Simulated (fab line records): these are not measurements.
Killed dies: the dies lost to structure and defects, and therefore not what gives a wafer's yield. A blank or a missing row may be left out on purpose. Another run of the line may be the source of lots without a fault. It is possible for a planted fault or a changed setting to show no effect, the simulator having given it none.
Matching of chambers / flow nandHarc / 4 sister chambers for NHARC_A_BLC_STRIP_21 on rieDiel-07
The step strips in O2. 14 wafers are shown with their chamber, then 7 later ones without.

## WAFERS, EACH WITH ITS CHAMBER
wafer=L286.1; chamber=3; drypumpMotorCurrentA (A)=5.2; showerheadPlenumPTorr (Torr)=3.44; oesProductAu (a.u.)=1.021
wafer=L286.2; chamber=0; drypumpMotorCurrentA (A)=5.5; showerheadPlenumPTorr (Torr)=3.34; oesProductAu (a.u.)=1.000
wafer=L286.5; chamber=1; drypumpMotorCurrentA (A)=6.4; showerheadPlenumPTorr (Torr)=3.57; oesProductAu (a.u.)=1.001
wafer=L285.2; chamber=3; drypumpMotorCurrentA (A)=5.2; showerheadPlenumPTorr (Torr)=3.44; oesProductAu (a.u.)=1.007
wafer=L285.3; chamber=1; drypumpMotorCurrentA (A)=6.4; showerheadPlenumPTorr (Torr)=3.57; oesProductAu (a.u.)=0.993
wafer=L285.6; chamber=1; drypumpMotorCurrentA (A)=6.4; showerheadPlenumPTorr (Torr)=3.57; oesProductAu (a.u.)=1.007
wafer=L287.3; chamber=2; drypumpMotorCurrentA (A)=6.4; showerheadPlenumPTorr (Torr)=3.44; oesProductAu (a.u.)=0.983
wafer=L287.5; chamber=3; drypumpMotorCurrentA (A)=5.2; showerheadPlenumPTorr (Torr)=3.44; oesProductAu (a.u.)=0.993
wafer=L287.6; chamber=0; drypumpMotorCurrentA (A)=5.5; showerheadPlenumPTorr (Torr)=3.34; oesProductAu (a.u.)=1.009
wafer=L291.3; chamber=3; drypumpMotorCurrentA (A)=5.2; showerheadPlenumPTorr (Torr)=3.43; oesProductAu (a.u.)=1.005
wafer=L291.5; chamber=0; drypumpMotorCurrentA (A)=5.4; showerheadPlenumPTorr (Torr)=3.33; oesProductAu (a.u.)=0.999
wafer=L291.6; chamber=1; drypumpMotorCurrentA (A)=6.4; showerheadPlenumPTorr (Torr)=3.57; oesProductAu (a.u.)=1.005
wafer=L300.2; chamber=3; drypumpMotorCurrentA (A)=5.2; showerheadPlenumPTorr (Torr)=3.43; oesProductAu (a.u.)=1.016
wafer=L300.3; chamber=1; drypumpMotorCurrentA (A)=6.4; showerheadPlenumPTorr (Torr)=3.57; oesProductAu (a.u.)=1.009

SIGNATURES, as means of the wafers listed above
reading=drypumpMotorCurrentA; chamber 0=5.467; chamber 1=6.400; chamber 2=6.400; chamber 3=5.200; scatter within a chamber=0.0258
reading=showerheadPlenumPTorr; chamber 0=3.3367; chamber 1=3.5700; chamber 2=3.4400; chamber 3=3.4360; scatter within a chamber=0.00432
reading=oesProductAu; chamber 0=1.00267; chamber 1=1.00300; chamber 2=0.98300; chamber 3=1.00840; scatter within a chamber=0.00829
Rule: distance of a wafer from a chamber = root of the sum over the readings of ((wafer's reading minus chamber's mean) / reading's scatter) squared. If the next closest chamber is less than 2 further off than the closest, the wafer can't be placed; otherwise it belongs to the closest. The scatter is the square root of a quotient: the sum, over the shown wafers, of each reading's squared deviation from its chamber's mean, divided by wafers minus chambers.

## WAFERS WITHOUT THEIR CHAMBER
wafer=L300.5; drypumpMotorCurrentA (A)=5.2; showerheadPlenumPTorr (Torr)=3.43; oesProductAu (a.u.)=0.994
wafer=L302.1; drypumpMotorCurrentA (A)=6.4; showerheadPlenumPTorr (Torr)=3.56; oesProductAu (a.u.)=1.011
wafer=L302.4; drypumpMotorCurrentA (A)=6.4; showerheadPlenumPTorr (Torr)=3.43; oesProductAu (a.u.)=1.005
wafer=L302.5; drypumpMotorCurrentA (A)=5.5; showerheadPlenumPTorr (Torr)=3.33; oesProductAu (a.u.)=1.009
wafer=L304.2; drypumpMotorCurrentA (A)=6.4; showerheadPlenumPTorr (Torr)=3.56; oesProductAu (a.u.)=1.008
wafer=L304.4; drypumpMotorCurrentA (A)=6.4; showerheadPlenumPTorr (Torr)=3.43; oesProductAu (a.u.)=0.993
wafer=L304.5; drypumpMotorCurrentA (A)=5.5; showerheadPlenumPTorr (Torr)=3.33; oesProductAu (a.u.)=1.000

## EACH ONE'S CHAMBER
wafer=L300.5; from the rows above=3; in truth=3
wafer=L302.1; from the rows above=1; in truth=1
wafer=L302.4; from the rows above=2; in truth=2
wafer=L302.5; from the rows above=0; in truth=0
wafer=L304.2; from the rows above=1; in truth=1
wafer=L304.4; from the rows above=2; in truth=2
wafer=L304.5; from the rows above=0; in truth=0
Correct placement for 7 of the 7. Not placeable from these rows: 0. Wrongly placed: 0.
